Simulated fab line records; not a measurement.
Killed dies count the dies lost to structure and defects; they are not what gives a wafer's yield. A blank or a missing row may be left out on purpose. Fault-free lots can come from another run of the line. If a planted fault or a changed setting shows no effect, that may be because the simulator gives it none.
Matching of chambers + flow n5Finfet + N5_DUMMY_GATE_STRIP_41 on rieDiel-01: 4 sister chambers
The step strips in O2. 18 wafers are shown with their chamber, then 9 later ones without.

== WAFERS, EACH WITH ITS CHAMBER ==
| wafer  | chamber | drypumpMotorCurrentA (A) | showerheadPlenumPTorr (Torr) | throttleValvePct (%) |
|--------|---------|--------------------------|------------------------------|----------------------|
| L074.2 | 3       | 4.9                      | 2.16                         | 16.58                |
| L074.5 | 2       | 6.4                      | 2.18                         | 16.87                |
| L074.6 | 1       | 5.8                      | 1.98                         | 16.85                |
| L075.3 | 2       | 6.4                      | 2.18                         | 16.87                |
| L075.4 | 1       | 5.8                      | 1.98                         | 16.85                |
| L075.5 | 1       | 5.8                      | 1.98                         | 16.85                |
| L077.1 | 0       | 6.0                      | 2.17                         | 16.83                |
| L077.3 | 3       | 4.9                      | 2.16                         | 16.61                |
| L077.5 | 3       | 4.9                      | 2.16                         | 16.60                |
| L078.1 | 2       | 6.4                      | 2.18                         | 16.87                |
| L078.3 | 3       | 4.9                      | 2.16                         | 16.60                |
| L078.6 | 2       | 6.4                      | 2.18                         | 16.87                |
| L082.1 | 3       | 4.9                      | 2.15                         | 16.63                |
| L082.4 | 0       | 6.0                      | 2.17                         | 16.88                |
| L082.6 | 0       | 6.0                      | 2.17                         | 16.86                |
| L084.3 | 0       | 6.0                      | 2.16                         | 16.88                |
| L084.5 | 3       | 4.9                      | 2.15                         | 16.62                |
| L084.6 | 2       | 6.3                      | 2.17                         | 16.90                |

SIGNATURES (averages over the wafers above)
| reading               | chamber 0 | chamber 1 | chamber 2 | chamber 3 | scatter within a chamber |
|-----------------------|-----------|-----------|-----------|-----------|--------------------------|
| drypumpMotorCurrentA  | 6.000     | 5.800     | 6.380     | 4.900     | 0.0239                   |
| showerheadPlenumPTorr | 2.1675    | 1.9800    | 2.1780    | 2.1567    | 0.00454                  |
| throttleValvePct      | 16.8625   | 16.8500   | 16.8760   | 16.6067   | 0.0168                   |
Rule: distance of a wafer from a chamber = root of the sum over the readings of ((wafer's reading minus chamber's mean) / reading's scatter) squared. The wafer belongs to the nearest chamber; if the next one is less than 2 further off, it can't be placed. The scatter: take each reading less its chamber's mean, square it, sum over the shown wafers, divide by the number of wafers less the number of chambers, and take the root.

== WAFERS WITHOUT THEIR CHAMBER ==
| wafer  | drypumpMotorCurrentA (A) | showerheadPlenumPTorr (Torr) | throttleValvePct (%) |
|--------|--------------------------|------------------------------|----------------------|
| L085.2 | 6.0                      | 2.16                         | 16.90                |
| L085.4 | 6.3                      | 2.17                         | 16.90                |
| L085.6 | 5.8                      | 2.24                         | 16.41                |
| L088.2 | 6.4                      | 2.17                         | 16.90                |
| L088.3 | 5.8                      | 2.23                         | 16.41                |
| L088.5 | 6.4                      | 2.17                         | 16.92                |
| L092.1 | 4.9                      | 2.15                         | 16.66                |
| L092.4 | 6.0                      | 2.16                         | 16.91                |
| L092.6 | 4.8                      | 2.15                         | 16.66                |

== WHICH CHAMBER EACH WENT THROUGH ==
| wafer  | from the rows above | in truth                   |
|--------|---------------------|----------------------------|
| L085.2 | 0                   | 0                          |
| L085.4 | 2                   | 2                          |
| L085.6 | 0                   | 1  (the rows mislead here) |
| L088.2 | 2                   | 2                          |
| L088.3 | 0                   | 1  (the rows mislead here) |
| L088.5 | 2                   | 2                          |
| L092.1 | 3                   | 3                          |
| L092.4 | 0                   | 0                          |
| L092.6 | 3                   | 3                          |
Correct placement for 7 of the 9. Number that these rows cannot place: 0. 2 placed wrongly.
